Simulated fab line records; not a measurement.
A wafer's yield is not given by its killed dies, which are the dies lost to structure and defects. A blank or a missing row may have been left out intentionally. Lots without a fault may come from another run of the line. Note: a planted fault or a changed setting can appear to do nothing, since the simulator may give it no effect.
Chamber matching | flow nand harc | NHARC_P_STI_ETCH_15 on rie si-06 has 4 sister chambers
The step etches the open film in HBr/Cl2, target depth 300 nm, time 100.1 s. 4 wafers are shown with their chamber, then 9 later ones without.

EACH WAFER AND ITS CHAMBER
wafer  | chamber | throttle valve pct (%)
L082.2 | 3       | 26.405
L089.5 | 0       | 26.405
L090.4 | 1       | 26.411
L090.5 | 2       | 26.396

WAFERS MISSING THEIR CHAMBER
wafer  | throttle valve pct (%)
L092.1 | 26.409
L092.5 | 26.411
L092.6 | 26.414
L095.1 | 26.413
L095.2 | 26.404
L095.5 | 26.403
L096.1 | 26.409
L096.2 | 26.413
L096.3 | 26.407

WHICH CHAMBER EACH ONE RAN IN
wafer  | from the rows above          | in truth
L092.1 | can't be placed: 1 or 0 or 3 | 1
L092.5 | 1                            | 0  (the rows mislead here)
L092.6 | 1                            | 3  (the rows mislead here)
L095.1 | 1                            | 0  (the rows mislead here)
L095.2 | can't be placed: 0 or 3      | 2
L095.5 | can't be placed: 0 or 3      | 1
L096.1 | can't be placed: 1 or 0 or 3 | 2
L096.2 | 1                            | 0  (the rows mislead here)
L096.3 | can't be placed: 0 or 3 or 1 | 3
0 of 9 placed correctly. Unplaceable from these rows: 5, with the true chamber sitting among the candidates in 2. Placed wrongly: 4.
How it was worked out, from the rows above alone: a wafer's distance from a chamber is the root of the sum, over the readings, of the square of ((its reading less the chamber's mean) divided by the reading's scatter). The wafer belongs to the nearest chamber; if the next one is less than 2 further off, it can't be placed. For every chamber, the mean is computed from those of its wafers that are shown. The scatter: root of mean squared gap, hidden wafer to nearest shown wafer, with one shown wafer a chamber.
